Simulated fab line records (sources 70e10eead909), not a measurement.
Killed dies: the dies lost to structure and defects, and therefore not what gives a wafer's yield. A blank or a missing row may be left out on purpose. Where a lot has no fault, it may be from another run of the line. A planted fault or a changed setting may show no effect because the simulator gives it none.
Chamber matching -- flow nand-harc -- NHARC_A_M0_STRIP_18 on rie-diel-01: 4 sister chambers
The step strips in N2/H2. 16 wafers are shown with their chamber, then 8 later ones without.

== EACH WAFER AND ITS CHAMBER ==
wafer,chamber,showerhead-plenum-p-Torr (Torr),drypump-motor-current-A (A),rf-vpp-V (V)
L219.3,0,2.05,6.4,92.1
L219.4,2,2.08,5.1,90.4
L219.5,1,2.07,5.6,89.9
L220.1,1,2.07,5.6,90.0
L220.3,2,2.08,5.0,89.6
L220.6,1,2.07,5.7,90.9
L221.1,2,2.08,5.1,90.1
L221.2,3,1.92,5.5,90.1
L221.5,2,2.07,5.1,91.5
L224.1,2,2.07,5.1,90.6
L224.2,3,1.92,5.5,89.6
L224.6,0,2.05,6.3,91.1
L226.2,0,2.05,6.4,91.8
L226.3,3,1.92,5.6,89.6
L226.4,1,2.06,5.6,91.4
L233.1,2,2.07,5.1,90.5

SIGNATURES (means of the wafers above)
reading,chamber 0,chamber 1,chamber 2,chamber 3,scatter within a chamber
showerhead-plenum-p-Torr,2.0500,2.0675,2.0750,1.9200,0.00433
drypump-motor-current-A,6.367,5.625,5.083,5.533,0.0493
rf-vpp-V,91.667,90.550,90.450,89.767,0.594
Rule: distance of a wafer from a chamber = root of the sum over the readings of ((wafer's reading minus chamber's mean) / reading's scatter) squared. The wafer belongs to the nearest chamber; if the next one is less than 2 further off, it can't be placed. The scatter is the square root of a quotient: the sum, over the shown wafers, of each reading's squared deviation from its chamber's mean, divided by wafers minus chambers.

== WAFERS WHOSE CHAMBER IS MISSING ==
wafer,showerhead-plenum-p-Torr (Torr),drypump-motor-current-A (A),rf-vpp-V (V)
L233.3,1.92,5.5,89.8
L233.6,2.06,5.6,91.3
L236.2,1.92,5.6,89.1
L236.3,2.06,5.6,89.4
L236.4,2.05,6.3,91.1
L235.1,1.92,5.6,90.2
L235.2,2.07,5.1,89.4
L235.5,2.05,6.4,92.1

== THE CHAMBER EACH PASSED THROUGH ==
wafer,from the rows above,in truth
L233.3,3,3
L233.6,1,1
L236.2,3,3
L236.3,1,1
L236.4,0,0
L235.1,3,3
L235.2,2,2
L235.5,0,0
Placed correctly: 8 of 8. Number that these rows cannot place: 0. Number placed wrongly: 0.
